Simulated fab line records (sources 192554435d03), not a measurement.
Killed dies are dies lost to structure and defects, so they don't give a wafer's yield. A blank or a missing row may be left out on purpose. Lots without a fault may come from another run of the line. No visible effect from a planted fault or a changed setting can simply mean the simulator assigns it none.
Chamber matching + flow n5Finfet + N5_BEOL_M2_ALD_84 on aldMetal-02: 4 sister chambers
The step deposits TaN, pulse time 2 s, purge time 3 s, co reactant purge time 2 s. 20 wafers are shown with their chamber, then 10 later ones without.

== WAFERS WITH THEIR CHAMBER ==
| wafer  | chamber | heaterPowerW (W) | mfcCarrierSccm (sccm) |
|--------|---------|------------------|-----------------------|
| L075.1 | 0       | 407              | 1500                  |
| L075.3 | 1       | 417              | 1494                  |
| L075.6 | 2       | 385              | 1490                  |
| L077.2 | 1       | 417              | 1506                  |
| L077.3 | 0       | 402              | 1500                  |
| L077.5 | 0       | 398              | 1495                  |
| L079.2 | 2       | 402              | 1501                  |
| L079.4 | 0       | 408              | 1497                  |
| L079.6 | 0       | 406              | 1492                  |
| L081.3 | 2       | 393              | 1505                  |
| L081.5 | 0       | 409              | 1498                  |
| L081.6 | 3       | 356              | 1500                  |
| L083.2 | 0       | 419              | 1493                  |
| L083.3 | 2       | 393              | 1498                  |
| L083.4 | 3       | 353              | 1504                  |
| L084.1 | 3       | 350              | 1499                  |
| L084.2 | 0       | 395              | 1500                  |
| L084.3 | 1       | 415              | 1505                  |
| L087.1 | 3       | 353              | 1501                  |
| L087.5 | 1       | 432              | 1496                  |

SIGNATURES, as means of the wafers listed above
| reading        | chamber 0 | chamber 1 | chamber 2 | chamber 3 | scatter within a chamber |
|----------------|-----------|-----------|-----------|-----------|--------------------------|
| heaterPowerW   | 405.50    | 420.25    | 393.25    | 353.00    | 6.76                     |
| mfcCarrierSccm | 1496.88   | 1500.25   | 1498.50   | 1501.00   | 4.48                     |
Rule: distance of a wafer from a chamber = root of the sum over the readings of ((wafer's reading minus chamber's mean) / reading's scatter) squared. If the next closest chamber is less than 2 further off than the closest, the wafer can't be placed; otherwise it belongs to the closest. The scatter: take each reading less its chamber's mean, square it, sum over the shown wafers, divide by the number of wafers less the number of chambers, and take the root.

== WAFERS WITHOUT THEIR CHAMBER ==
| wafer  | heaterPowerW (W) | mfcCarrierSccm (sccm) |
|--------|------------------|-----------------------|
| L087.6 | 387              | 1501                  |
| L092.1 | 395              | 1501                  |
| L092.2 | 409              | 1499                  |
| L092.4 | 402              | 1497                  |
| L095.1 | 344              | 1494                  |
| L095.2 | 392              | 1507                  |
| L095.6 | 403              | 1509                  |
| L097.1 | 405              | 1503                  |
| L097.2 | 430              | 1506                  |
| L097.5 | 411              | 1510                  |

== WHICH CHAMBER EACH ONE RAN IN ==
| wafer  | from the rows above          | in truth |
|--------|------------------------------|----------|
| L087.6 | can't be placed: 2 or 0      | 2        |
| L092.1 | can't be placed: 2 or 0      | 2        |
| L092.2 | can't be placed: 0 or 1 or 2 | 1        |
| L092.4 | can't be placed: 0 or 2      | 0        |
| L095.1 | 3                            | 3        |
| L095.2 | can't be placed: 2 or 0      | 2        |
| L095.6 | can't be placed: 0 or 2 or 1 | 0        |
| L097.1 | can't be placed: 0 or 2 or 1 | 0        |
| L097.2 | 1                            | 1        |
| L097.5 | can't be placed: 1 or 0 or 2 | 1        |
2 of 10 placed correctly. From these rows, 8 cannot be placed; in 8 the true chamber is one of the candidates. Number placed wrongly: 0.
